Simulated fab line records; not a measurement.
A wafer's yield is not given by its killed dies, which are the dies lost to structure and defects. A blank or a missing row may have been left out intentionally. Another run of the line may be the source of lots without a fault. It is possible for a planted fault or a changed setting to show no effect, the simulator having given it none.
Which tool did it? :: flow nandHarc :: Sampling: 14 lots, 42 wafers, 5 of 1159 route steps

## WHAT EACH GAUGE READ, for each wafer
NHARC_A_BONDPAD_OVL_MEAS_35. Usual: overlayXNm 1 nm, standard deviation 6.8; overlayYNm -1 nm, standard deviation 5.1.
lot: L665
measured: day 18 02:59
on: overlay-02
overlayXNm (nm): 6 7 7
overlayYNm (nm): -8 -8 -8
flag: 

lot: L666
measured: day 18 08:55
on: overlay-02
overlayXNm (nm): 10 10 10
overlayYNm (nm): -5 -4 -5
flag: 

lot: L667
measured: day 18 12:10
on: overlay-02
overlayXNm (nm): -3 -3 -3
overlayYNm (nm): 5 6 5
flag: 

lot: L672
measured: day 19 07:41
on: overlay-02
overlayXNm (nm): -1 -1 -1
overlayYNm (nm): -3 -3 -3
flag: 

lot: L669
measured: day 19 17:26
on: overlay-02
overlayXNm (nm): 3 3 4
overlayYNm (nm): 1 1 1
flag: 

lot: L670
measured: day 19 17:40
on: overlay-02
overlayXNm (nm): 13 13 13
overlayYNm (nm): -5 -4 -5
flag: 

lot: L671
measured: day 20 01:26
on: overlay-02
overlayXNm (nm): 7 8 7
overlayYNm (nm): 5 6 6
flag: 

lot: L674
measured: day 20 05:06
on: overlay-02
overlayXNm (nm): -1 -1 -1
overlayYNm (nm): -3 -3 -3
flag: 

lot: L677
measured: day 20 09:53
on: overlay-02
overlayXNm (nm): 3 3 3
overlayYNm (nm): -1 0 0
flag: 

lot: L673
measured: day 20 13:18
on: overlay-02
overlayXNm (nm): -6 -7 -7
overlayYNm (nm): -1 -1 -1
flag: 

lot: L684
measured: day 22 10:17
on: overlay-01
overlayXNm (nm): 9 9 9
overlayYNm (nm): -11 -11 -11
flag: 

lot: L686
measured: day 23 11:34
on: overlay-02
overlayXNm (nm): 0 0 0
overlayYNm (nm): -4 -3 -4
flag: 

lot: L685
measured: day 23 13:44
on: overlay-02
overlayXNm (nm): -7 -7 -7
overlayYNm (nm): -2 -1 -1
flag: 

lot: L687
measured: day 24 01:40
on: overlay-01
overlayXNm (nm): -1 -1 -1
overlayYNm (nm): -7 -7 -8
flag: 

NHARC_A_BONDPAD_THK_MEAS_20: measures by xrf. Usual: thkNm reads 170.4 nm (standard deviation 1.4).
lot: L665
measured: day 18 05:38
on: filmMetro-02
thkNm (nm): 169.7 170.3 171.5
flag: 

lot: L666
measured: day 18 11:23
on: filmMetro-02
thkNm (nm): 170.7 171.7 171.1
flag: 

lot: L667
measured: day 18 14:57
on: filmMetro-02
thkNm (nm): 171.8 170.5 171.3
flag: 

lot: L672
measured: day 19 15:23
on: filmMetro-02
thkNm (nm): 167.4 171.5 169.6
flag: 

lot: L669
measured: day 19 20:26
on: filmMetro-01
thkNm (nm): 170.5 166.3 171.6
flag: 

lot: L670
measured: day 19 21:16
on: filmMetro-02
thkNm (nm): 170.3 169.4 169.8
flag: 

lot: L671
measured: day 20 04:05
on: filmMetro-02
thkNm (nm): 171.8 170.0 169.9
flag: 

lot: L674
measured: day 20 07:44
on: filmMetro-01
thkNm (nm): 169.8 169.9 171.4
flag: 

lot: L677
measured: day 20 12:25
on: filmMetro-01
thkNm (nm): 172.6 169.2 168.1
flag: 

lot: L673
measured: day 20 15:49
on: filmMetro-02
thkNm (nm): 172.0 169.3 169.5
flag: 

lot: L684
measured: day 22 12:50
on: filmMetro-02
thkNm (nm): 168.8 170.3 173.2
flag: 

lot: L686
measured: day 23 14:04
on: filmMetro-02
thkNm (nm): 170.9 171.2 169.4
flag: 

lot: L685
measured: day 23 16:16
on: filmMetro-01
thkNm (nm): 171.2 168.9 170.0
flag: 

lot: L687
measured: day 24 04:08
on: filmMetro-01
thkNm (nm): 167.5 171.5 166.8
flag: 

NHARC_END_SORT_01. Usual: killedAtArray 28, standard deviation 11; killedAtOther 0.5, standard deviation 0.87; killedAtPeriphery 2.9, standard deviation 2.2; killedDies 32, standard deviation 11; killedOpen 3.2, standard deviation 1.9; killedShort 1.8, standard deviation 1.4.
lot: L674
measured: day 21 20:40
on: prober-02
killedAtArray: 102 110 104
killedAtOther: 0 0 1
killedAtPeriphery: 1 2 0
killedDies: 103 112 105
killedOpen: 4 5 3
killedShort: 1 4 2
flag: OFF

lot: L677
measured: day 21 20:44
on: prober-01
killedAtArray: 130 129 141
killedAtOther: 0 0 0
killedAtPeriphery: 3 4 1
killedDies: 133 133 142
killedOpen: 4 6 3
killedShort: 3 2 4
flag: OFF

lot: L673
measured: day 22 06:53
on: prober-01
killedAtArray: 116 107 116
killedAtOther: 0 0 0
killedAtPeriphery: 9 9 1
killedDies: 125 116 117
killedOpen: 4 5 2
killedShort: 0 0 0
flag: OFF

## EACH LOT AND THE TOOL THAT RAN IT (in order: tool; ch and the chambers of the sampled wafers; start)
lot: L665
NHARC_A_CONTACT_ETCH_117: harCapEtch-03 ch 0,1, day 16 13:40
NHARC_THIN_TSV_DESCUM_14: rieDiel-04 ch 0,1,2, day 19 00:19

lot: L666
NHARC_A_CONTACT_ETCH_117: harCapEtch-03 ch 0,1, day 16 20:31
NHARC_THIN_TSV_DESCUM_14: rieDiel-07 ch 0,1,3, day 19 00:58

lot: L667
NHARC_A_CONTACT_ETCH_117: harCapEtch-02 ch 0,1, day 16 21:18
NHARC_THIN_TSV_DESCUM_14: rieDiel-04 ch 0,1,2, day 19 02:29

lot: L672
NHARC_A_CONTACT_ETCH_117: harCapEtch-03 ch 0,1, day 17 16:04
NHARC_THIN_TSV_DESCUM_14: rieDiel-09 ch 1,2,3, day 20 04:13

lot: L669
NHARC_A_CONTACT_ETCH_117: harCapEtch-02 ch 0,1, day 17 20:41
NHARC_THIN_TSV_DESCUM_14: rieDiel-07 ch 0,1,3, day 20 12:20

lot: L670
NHARC_A_CONTACT_ETCH_117: harCapEtch-03 ch 0,1, day 18 04:00
NHARC_THIN_TSV_DESCUM_14: rieDiel-09 ch 0,1, day 20 13:26

lot: L671
NHARC_A_CONTACT_ETCH_117: harCapEtch-03 ch 0,1, day 18 11:01
NHARC_THIN_TSV_DESCUM_14: rieDiel-09 ch 1,2,3, day 20 17:23

lot: L674
NHARC_A_CONTACT_ETCH_117: harCapEtch-03 ch 0,1, day 18 20:37
NHARC_THIN_TSV_DESCUM_14: rieDiel-04 ch 0,2,3, day 21 00:30

lot: L677
NHARC_A_CONTACT_ETCH_117: harCapEtch-03 ch 0,1, day 19 02:44
NHARC_THIN_TSV_DESCUM_14: rieDiel-09 ch 1,2,3, day 21 01:35

lot: L673
NHARC_A_CONTACT_ETCH_117: harCapEtch-03 ch 0,1, day 19 06:48
NHARC_THIN_TSV_DESCUM_14: rieDiel-09 ch 0,1,2, day 21 04:43

lot: L684
NHARC_A_CONTACT_ETCH_117: harCapEtch-01 ch 0,1, day 21 01:09
NHARC_THIN_TSV_DESCUM_14: rieDiel-04 ch 0,1,2, day 23 04:01

lot: L686
NHARC_A_CONTACT_ETCH_117: harCapEtch-01 ch 0,1, day 22 03:58
NHARC_THIN_TSV_DESCUM_14: rieDiel-09 ch 0,3, day 24 02:59

lot: L685
NHARC_A_CONTACT_ETCH_117: harCapEtch-03 ch 0,1, day 22 06:27
NHARC_THIN_TSV_DESCUM_14: rieDiel-04 ch 0,2, day 24 04:11

lot: L687
NHARC_A_CONTACT_ETCH_117: harCapEtch-02 ch 0,1, day 22 08:53
NHARC_THIN_TSV_DESCUM_14: rieDiel-09 ch 1,2,3, day 24 16:57
- NHARC_A_CONTACT_ETCH_117: etches the open film in C4F8/O2/Ar, time 94 s, target depth 922 nm.
- NHARC_THIN_TSV_DESCUM_14: chemistry O2, time 3 s.

## WHAT THE TOOLS THEMSELVES READ (means of the sampled wafers that have a number; where no wafer has one, the mark that the record gives instead)
NHARC_THIN_TSV_DESCUM_14. Usual: drypumpMotorCurrentA 5.7 A, standard deviation 0.43; oesProductAu 0.991 a.u., standard deviation 0.012; rfVppV 57.8 V, standard deviation 0.84; showerheadPlenumPTorr 1.91 Torr, standard deviation 0.086; throttleValvePct 11.311 %, standard deviation 0.0076.
lot: L665
tool: rieDiel-04
drypumpMotorCurrentA (A): 5.7
oesProductAu (a.u.): 0.983
rfVppV (V): 58.3
showerheadPlenumPTorr (Torr): 1.95
throttleValvePct (%): 11.312
flag: 

lot: L666
tool: rieDiel-07
drypumpMotorCurrentA (A): 5.8
oesProductAu (a.u.): 0.996
rfVppV (V): 57.8
showerheadPlenumPTorr (Torr): 1.96
throttleValvePct (%): 11.308
flag: 

lot: L667
tool: rieDiel-04
drypumpMotorCurrentA (A): 5.8
oesProductAu (a.u.): 0.992
rfVppV (V): 58.3
showerheadPlenumPTorr (Torr): 1.95
throttleValvePct (%): 11.314
flag: 

lot: L672
tool: rieDiel-09
drypumpMotorCurrentA (A): 5.8
oesProductAu (a.u.): 0.990
rfVppV (V): 57.6
showerheadPlenumPTorr (Torr): 1.88
throttleValvePct (%): 11.308
flag: 

lot: L669
tool: rieDiel-07
drypumpMotorCurrentA (A): 5.8
oesProductAu (a.u.): 0.997
rfVppV (V): 58.0
showerheadPlenumPTorr (Torr): 1.95
throttleValvePct (%): 11.308
flag: 

lot: L670
tool: rieDiel-09
drypumpMotorCurrentA (A): 5.7
oesProductAu (a.u.): 0.981
rfVppV (V): 57.6
showerheadPlenumPTorr (Torr): 1.84
throttleValvePct (%): 11.312
flag: 

lot: L671
tool: rieDiel-09
drypumpMotorCurrentA (A): 5.9
oesProductAu (a.u.): 0.999
rfVppV (V): 57.5
showerheadPlenumPTorr (Torr): 1.88
throttleValvePct (%): 11.311
flag: 

lot: L674
tool: rieDiel-04
drypumpMotorCurrentA (A): 5.4
oesProductAu (a.u.): 0.987
rfVppV (V): 57.0
showerheadPlenumPTorr (Torr): 1.87
throttleValvePct (%): 11.316
flag: 

lot: L677
tool: rieDiel-09
drypumpMotorCurrentA (A): 5.9
oesProductAu (a.u.): 0.995
rfVppV (V): 57.1
showerheadPlenumPTorr (Torr): 1.88
throttleValvePct (%): 11.315
flag: 

lot: L673
tool: rieDiel-09
drypumpMotorCurrentA (A): 5.8
oesProductAu (a.u.): 0.991
rfVppV (V): 57.3
showerheadPlenumPTorr (Torr): 1.86
throttleValvePct (%): 11.315
flag: 

lot: L684
tool: rieDiel-04
drypumpMotorCurrentA (A): 5.8
oesProductAu (a.u.): 0.997
rfVppV (V): 58.2
showerheadPlenumPTorr (Torr): 1.95
throttleValvePct (%): 11.309
flag: 

lot: L686
tool: rieDiel-09
drypumpMotorCurrentA (A): 5.9
oesProductAu (a.u.): 0.986
rfVppV (V): 58.6
showerheadPlenumPTorr (Torr): 1.85
throttleValvePct (%): 11.309
flag: 

lot: L685
tool: rieDiel-04
drypumpMotorCurrentA (A): 5.5
oesProductAu (a.u.): 0.997
rfVppV (V): 58.2
showerheadPlenumPTorr (Torr): 1.90
throttleValvePct (%): 11.314
flag: 

lot: L687
tool: rieDiel-09
drypumpMotorCurrentA (A): 5.9
oesProductAu (a.u.): 0.980
rfVppV (V): 57.9
showerheadPlenumPTorr (Torr): 1.87
throttleValvePct (%): 11.308
flag: 

## THE ANSWER, worked out from the rows above alone
Rule: a lot is off if the mean of its wafers that have a number lies more than 3 standard deviations from the usual mean. A lot without any number at a reading at which 4 lots or more have one is off too. Where the step has rows for the other lots, those lots are counted as sound. First the gauges in route order, then the tools' own readings, where a lot's mean is used as printed above. The first step at which some lot is off is used, and at that step the reading that is off furthest; a lot without a number counts as furthest.
Off, at NHARC_END_SORT_01 on killedAtArray: L674, L677, L673. Neither off nor sound, because the step has no rows for them: L665, L666, L667, L672, L669, L670, L671, L684, L686, L685, L687.
If a tool, at a process step before that reading, ran all the lots that are off and no sound lot after the first of them, it fits. Those tools and the gauges at NHARC_END_SORT_01 are tried in the same way. One fits: harCapEtch-03 at NHARC_A_CONTACT_ETCH_117. It ran no sound lot before its first lot that is off in this sample, so the start can't be narrowed down.

## WHAT HAD BEEN PUT IN BY THE SIMULATOR
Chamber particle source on harCapEtch-03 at NHARC_A_CONTACT_ETCH_117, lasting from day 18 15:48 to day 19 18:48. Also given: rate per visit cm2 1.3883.
Lots struck among those shown: L674, L677, L673. The rule above found the same.
